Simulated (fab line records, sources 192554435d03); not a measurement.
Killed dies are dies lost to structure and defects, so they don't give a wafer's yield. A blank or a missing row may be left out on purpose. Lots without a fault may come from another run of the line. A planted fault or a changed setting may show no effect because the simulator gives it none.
Split-lot experiment | flow n5_finfet | 7 lots, 21 wafers read, on a route of 1938 steps

THE SPLIT
At N5_PMOS_HMC_CHANNEL_EPI_PEB_07 (peb time 60 s), the setting peb_temp_c was moved away from the recipe's 110 C on 8 of the 21 wafers read, by -2.5% to +2.4%. The other wafers ran this setting at the recipe's value.

FROM THE SPLIT TO THE READING: what the file shows between them, 1 step
- N5_PMOS_HMC_CHANNEL_EPI_DEVELOP_08: develop time 30 s (also split here: develop_time_s)

THE READING
cd_nm, in nm, at N5_PMOS_HMC_CHANNEL_EPI_CD_MEAS_09 (target cd 237.4 nm). Fault-free wafers of this fab line usually give 237.5 nm, standard deviation 0.83 nm.

wafer  | tool, chamber at the split | peb_temp_c as run, C | against the recipe | cd_nm, nm | against lot-mates on the recipe
L075.4 | litho_track-05, 0          | 110                  | recipe             | 237.2     | -
L075.5 | litho_track-05, 0          | 112.6                | +2.4%              | 244.4     | +7.5
L075.6 | litho_track-05, 0          | 110                  | recipe             | 236.7     | -
L076.1 | litho_track-05, 0          | 110                  | recipe             | 236.4     | -
L076.3 | litho_track-05, 0          | 110                  | recipe             | 236.7     | -
L076.6 | litho_track-05, 0          | 110                  | recipe             | 236.6     | -
L077.1 | litho_track-01, 0          | 110                  | recipe             | 235.4     | -
L077.2 | litho_track-01, 0          | 107.7                | -2.1%              | 230.9     | -5.7
L077.5 | litho_track-01, 0          | 110                  | recipe             | 237.7     | -
L078.1 | litho_track-02, 0          | 110                  | recipe             | 237.6     | -
L078.4 | litho_track-02, 0          | 110                  | recipe             | 237.3     | -
L078.5 | litho_track-02, 0          | 110                  | recipe             | 239.0     | -
L092.3 | litho_track-05, 0          | 110                  | recipe             | 237.1     | -
L092.4 | litho_track-05, 0          | 110                  | recipe             | 237.5     | -
L092.5 | litho_track-05, 0          | 108.6                | -1.3%              | 233.4     | -3.9
L095.3 | litho_track-01, 0          | 111.9                | +1.7%              | 243.0     | no lot-mate on the recipe
L095.4 | litho_track-01, 0          | 111.9                | +1.7%              | 242.5     | no lot-mate on the recipe
L095.5 | litho_track-01, 0          | 111.9                | +1.7%              | 242.3     | no lot-mate on the recipe
L096.1 | litho_track-05, 0          | 110                  | recipe             | 237.5     | -
L096.2 | litho_track-05, 0          | 107.3                | -2.5%              | 227.5     | -10.0
L096.4 | litho_track-05, 0          | 107.3                | -2.5%              | 228.8     | -8.7

THE FIT
A straight line over all 21 wafers: cd_nm changes by +3.29 nm for each +1% of peb_temp_c; r = +0.98; the points scatter about the line by 0.8 nm.
The same after taking each lot's own level away (the mean of its wafers on the recipe; 18 wafers): +3.39 nm for each +1%; r = +0.98; scatter 0.79 nm.
On that fit, the largest move of peb_temp_c shifts the reading by 8.3 nm.
The lots' own levels span 236.55 to 237.97 nm, that is 1.7 times the standard deviation above.
So the lot-to-lot level changes the slope little: the two slopes agree.
Check: with one of the wafers moved furthest among these (-2.5%) left out of the fit, the line predicts -7.77 nm for it against its lot-mates. It came out at -10 nm against them.

OTHER SPLITS ON THESE WAFERS
These wafers also went through other splits before the reading. Each is held against what the fit with the lots' levels taken away leaves over:
other split on the same wafers                    | wafers away from the commonest value | r with cd_nm (lot level and that fit taken away)
N5_WELL_APT_EXPOSE_05 dose_mj                     | 7                                    | -0.20
N5_WELL_APT_DEVELOP_07 develop_time_s             | 6                                    | -0.34
N5_PMOS_HMC_CHANNEL_EPI_DEVELOP_08 develop_time_s | 6                                    | +0.60

THE WHOLE CHAIN: every reading that the file lists as answering this split, in the file's order
step                               | what it does                                                           | reading                                                                     | change (the file's fit)              | r (the file's)
N5_PMOS_HMC_CHANNEL_EPI_CD_MEAS_09 | target cd 237.4 nm                                                     | cd_nm                                                                       | +3.26 nm for each +1% of the setting | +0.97
N5_PMOS_HMC_CHANNEL_EPI_DESCUM_14  | chemistry O2, time 7.9 s                                               | PMOS_HMC_CHANNEL_EPI.cd_nm (the simulator's own value, which no gauge read) | +3.3 nm for each +1% of the setting  | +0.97
N5_PMOS_HMC_CHANNEL_EPI_ETCH_32    | etches BARC in N2/H2, stops on SiO2, target depth 85.8 nm, time 50.3 s | PMOS_HMC_CHANNEL_EPI.cd_nm (the simulator's own value, which no gauge read) | +3.35 nm for each +1% of the setting | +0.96

THE FILE'S OWN FIT
cd_nm changes by +3.26 nm for each +1% of peb_temp_c, r = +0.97.
